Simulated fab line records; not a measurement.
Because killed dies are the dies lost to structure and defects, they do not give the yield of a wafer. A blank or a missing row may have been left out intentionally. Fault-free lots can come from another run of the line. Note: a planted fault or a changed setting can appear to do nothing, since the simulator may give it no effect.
Which tool was responsible? | flow n5Finfet | 10 lots, 30 wafers sampled, at 5 steps of a route of 1938

WHAT EACH GAUGE READ, for each wafer
N5_MOL_CONTACT_COAG_CD_MEAS_40: the cd target is 25.1 nm. Usual: cdNm 25.12 nm, standard deviation 0.26.
lot  | measured     | on       | cdNm (nm)         | flag
L495 | day 5 12:46  | cdSem-01 | 24.92 25.07 25.07 | 
L497 | day 5 16:40  | cdSem-01 | 25.15 25.06 25.03 | 
L498 | day 6 07:52  | cdSem-03 | 24.85 25.29 25.46 | 
L503 | day 7 04:58  | cdSem-02 | 25.41 25.02 25.52 | 
L504 | day 7 06:26  | cdSem-02 | 25.77 25.12 25.68 | 
L506 | day 7 23:25  | cdSem-02 | 25.43 25.34 25.10 | 
L513 | day 9 22:36  | cdSem-01 | 25.09 25.02 24.86 | 
L514 | day 10 05:32 | cdSem-03 | 25.13 24.86 25.25 | 
L517 | day 10 19:44 | cdSem-02 | 25.28 25.21 25.42 | 
L518 | day 11 00:43 | cdSem-03 | 24.62 24.73 25.13 | 

N5_MOL_CONTACT_COAG_INSPECT_42: inspects for defects (brightfield). Usual: rawDefectCount 202, standard deviation 60.
lot  | measured     | on               | rawDefectCount | flag
L495 | day 5 12:52  | defectInspect-02 | 237 290 229    | 
L497 | day 5 16:45  | defectInspect-02 | 166 205 214    | 
L498 | day 6 07:57  | defectInspect-02 | 131 140 196    | 
L503 | day 7 05:03  | defectInspect-02 | 196 336 181    | 
L504 | day 7 06:32  | defectInspect-01 | 186 164 160    | 
L506 | day 7 23:31  | defectInspect-02 | 344 170 242    | 
L513 | day 9 22:41  | defectInspect-01 | 126 193 160    | 
L514 | day 10 05:37 | defectInspect-01 | 238 251 231    | 
L517 | day 10 19:49 | defectInspect-01 | 239 203 222    | 
L518 | day 11 00:49 | defectInspect-01 | 145 234 312    | 

N5_BEOL_M4_RC_MEAS_101. Usual: DIBL_N 35.3 mV/V, standard deviation 1.5; DIBL_P 35.3 mV/V, standard deviation 1.9; IOFF_N 0.145 nA/um, standard deviation 0.027; IOFF_P 0.20 nA/um, standard deviation 0.033; ION_N 670 uA/um, standard deviation 12; ION_P 462 uA/um, standard deviation 6.8; SS_N 71.3 mV/dec, standard deviation 0.6; SS_P 73.1 mV/dec, standard deviation 0.7; VT_N 251 mV, standard deviation 3.4; VT_P -251 mV, standard deviation 3.2.
lot  | measured     | on        | DIBL_N (mV/V)  | DIBL_P (mV/V)  | IOFF_N (nA/um)    | IOFF_P (nA/um) | ION_N (uA/um) | ION_P (uA/um) | SS_N (mV/dec)  | SS_P (mV/dec)  | VT_N (mV)   | VT_P (mV)      | flag
L495 | day 8 14:43  | prober-02 | 35.3 33.1 35.4 | 35.0 32.6 35.4 | 0.147 0.115 0.157 | 0.18 0.16 0.20 | 670 664 679   | 456 458 466   | 71.7 70.6 70.9 | 72.2 72.7 72.6 | 248 254 248 | -254 -252 -247 | 
L497 | day 9 00:02  | prober-02 | 33.6 36.0 35.5 | 35.7 38.2 37.7 | 0.140 0.180 0.182 | 0.19 0.24 0.22 | 675 683 686   | 461 466 462   | 70.7 71.5 71.5 | 74.2 73.6 74.4 | 247 245 246 | -252 -249 -248 | 
L498 | day 10 14:03 | prober-01 | 35.8 35.6 35.3 | 34.8 35.3 34.3 | 0.142 0.137 0.125 | 0.18 0.19 0.17 | 673 672 665   | 457 461 460   | 71.2 70.9 70.9 | 73.5 73.3 73.4 | 251 252 255 | -254 -252 -255 | 
L503 | day 10 07:54 | prober-01 | 33.5 35.2 35.6 | 32.2 35.0 34.7 | 0.094 0.133 0.128 | 0.16 0.20 0.20 | 647 670 664   | 456 468 464   | 71.0 70.8 70.7 | 72.5 73.1 72.9 | 258 251 252 | -253 -251 -253 | 
L504 | day 11 00:26 | prober-01 | 35.3 32.1 34.6 | 35.3 31.7 35.5 | 0.149 0.108 0.132 | 0.23 0.17 0.21 | 674 662 664   | 465 460 462   | 71.1 70.5 71.6 | 73.4 71.9 72.2 | 251 254 253 | -250 -250 -246 | 
L506 | day 11 10:58 | prober-01 | 34.0 31.6 35.0 | 34.9 31.7 35.7 | 0.120 0.090 0.139 | 0.19 0.15 0.20 | 654 637 672   | 458 446 465   | 70.6 70.3 70.4 | 72.7 72.0 73.0 | 256 260 252 | -250 -251 -249 | 
L513 | day 13 08:16 | prober-02 | 35.1 38.0 33.5 | 35.6 38.5 33.5 | 0.145 0.202 0.112 | 0.20 0.26 0.16 | 682 690 657   | 466 471 452   | 72.3 73.0 71.0 | 73.7 74.0 73.2 | 252 246 257 | -250 -247 -255 | 
L514 | day 13 14:29 | prober-01 | 35.4 35.7 33.4 | 36.6 36.8 34.4 | 0.162 0.163 0.128 | 0.20 0.20 0.16 | 679 680 675   | 462 464 462   | 71.3 70.8 69.8 | 73.0 73.5 72.7 | 248 248 250 | -253 -254 -256 | 
L517 | day 13 19:15 | prober-02 | 36.9 35.1 37.1 | 37.1 34.1 36.7 | 0.151 0.120 0.148 | 0.21 0.18 0.22 | 667 663 658   | 460 465 456   | 71.1 71.8 71.5 | 73.5 72.4 73.8 | 248 254 250 | -249 -250 -248 | 
L518 | day 13 23:03 | prober-01 | 36.4 35.1 34.8 | 36.2 34.7 33.9 | 0.156 0.147 0.126 | 0.21 0.19 0.17 | 663 675 657   | 459 458 457   | 71.5 70.4 70.7 | 73.0 72.8 72.9 | 250 249 252 | -249 -250 -255 | 

WHICH TOOL RAN EACH LOT (tool, then ch and the chambers of the sampled wafers, then the start)
lot  | N5_MOL_CONTACT_COAG_ETCH_91       | N5_MOL_CONTACT_COAG_COAT_64
L495 | rieDiel-05 ch 0,1,2, day 5 11:57  | lithoTrack-02 ch 0, day 5 12:29
L497 | rieDiel-03 ch 0,1, day 5 15:46    | lithoTrack-02 ch 0, day 5 16:16
L498 | rieDiel-05 ch 0,3, day 6 07:05    | lithoTrack-01 ch 0, day 6 07:35
L503 | rieDiel-05 ch 0,1,3, day 7 04:04  | lithoTrack-01 ch 0, day 7 04:34
L504 | rieDiel-04 ch 1,2, day 7 05:40    | lithoTrack-01 ch 0, day 7 06:10
L506 | rieDiel-04 ch 0,1,2, day 7 22:31  | lithoTrack-01 ch 0, day 7 23:01
L513 | rieDiel-05 ch 0,3, day 9 21:49    | lithoTrack-05 ch 0, day 9 22:19
L514 | rieDiel-05 ch 0,3, day 10 04:37   | lithoTrack-05 ch 0, day 10 05:07
L517 | rieDiel-04 ch 1,3, day 10 18:57   | lithoTrack-01 ch 0, day 10 19:27
L518 | rieDiel-03 ch 0,1,3, day 10 23:56 | lithoTrack-01 ch 0, day 11 00:26
- N5_MOL_CONTACT_COAG_ETCH_91: etches SOC in N2/H2, target depth 60 nm, overetch 21 nm, time 101.2 s.
- N5_MOL_CONTACT_COAG_COAT_64: time 60 s, resist thk 10 nm.

AS READ BY THE TOOLS THEMSELVES (means over the sampled wafers that have a number; for cases with no such wafer, the mark the record gives instead)
N5_MOL_CONTACT_COAG_ETCH_91. Usual: drypumpMotorCurrentA 5.7 A, standard deviation 0.57; oesProductAu 0.67 a.u., standard deviation 0.065; rfVppV 523 V, standard deviation 3.3; showerheadPlenumPTorr 2.53 Torr, standard deviation 0.11; throttleValvePct 17.81 %, standard deviation 0.24.
lot  | tool       | drypumpMotorCurrentA (A) | oesProductAu (a.u.) | rfVppV (V) | showerheadPlenumPTorr (Torr) | throttleValvePct (%) | flag
L495 | rieDiel-05 | 5.6                      | 0.69                | 523        | 2.50                         | 17.82                | 
L497 | rieDiel-03 | 6.0                      | 0.63                | 525        | 2.57                         | 18.11                | 
L498 | rieDiel-05 | 4.8                      | 0.69                | 521        | 2.47                         | 17.80                | 
L503 | rieDiel-05 | 5.3                      | 0.68                | 522        | 2.47                         | 17.80                | 
L504 | rieDiel-04 | 5.9                      | 0.63                | 525        | 2.57                         | 17.54                | 
L506 | rieDiel-04 | 6.1                      | 0.67                | 527        | 2.62                         | 17.56                | 
L513 | rieDiel-05 | 5.0                      | 0.65                | 522        | 2.46                         | 17.80                | 
L514 | rieDiel-05 | 5.0                      | 0.65                | 521        | 2.46                         | 17.79                | 
L517 | rieDiel-04 | 6.1                      | 0.72                | 528        | 2.68                         | 17.61                | 
L518 | rieDiel-03 | 5.7                      | 0.62                | 522        | 2.46                         | 18.08                | 

N5_MOL_CONTACT_COAG_COAT_64. Usual: heaterPowerTotalW 391.7 W, standard deviation 1.4; plateTempC 204.98 C, standard deviation 0.14.
lot  | tool          | heaterPowerTotalW (W) | plateTempC (C) | flag
L495 | lithoTrack-02 | 391.5                 | 204.92         | 
L497 | lithoTrack-02 | 392.4                 | 205.04         | 
L498 | lithoTrack-01 | 392.3                 | 205.17         | 
L503 | lithoTrack-01 | 390.8                 | 205.09         | 
L504 | lithoTrack-01 | 400.2                 | 208.57         | OFF
L506 | lithoTrack-01 | 400.4                 | 208.32         | OFF
L513 | lithoTrack-05 | 392.2                 | 204.78         | 
L514 | lithoTrack-05 | 392.7                 | 205.08         | 
L517 | lithoTrack-01 | 392.3                 | 204.86         | 
L518 | lithoTrack-01 | 392.6                 | 204.98         | 

THE ANSWER, worked out from the rows above alone
Rule: a lot counts as off when the mean over its wafers that have a number is more than 3 standard deviations away from the usual mean. Also off: a lot with no number at a reading for which 4 or more lots have one. Where the step has rows for the other lots, those lots are counted as sound. The gauges are gone through in route order, then the tools' own readings, and for those a lot's mean is taken as printed above. At the first step where some lot is off, the reading lying furthest off is the one used; lots without a number count as furthest.
Off, at N5_MOL_CONTACT_COAG_COAT_64 on plateTempC: L504, L506.
If a tool, at that step or one of the process steps before it, ran each lot that is off and ran no sound lot following the first of them, it fits. None of those tried fits.

WHAT THE SIMULATOR HAD PUT IN
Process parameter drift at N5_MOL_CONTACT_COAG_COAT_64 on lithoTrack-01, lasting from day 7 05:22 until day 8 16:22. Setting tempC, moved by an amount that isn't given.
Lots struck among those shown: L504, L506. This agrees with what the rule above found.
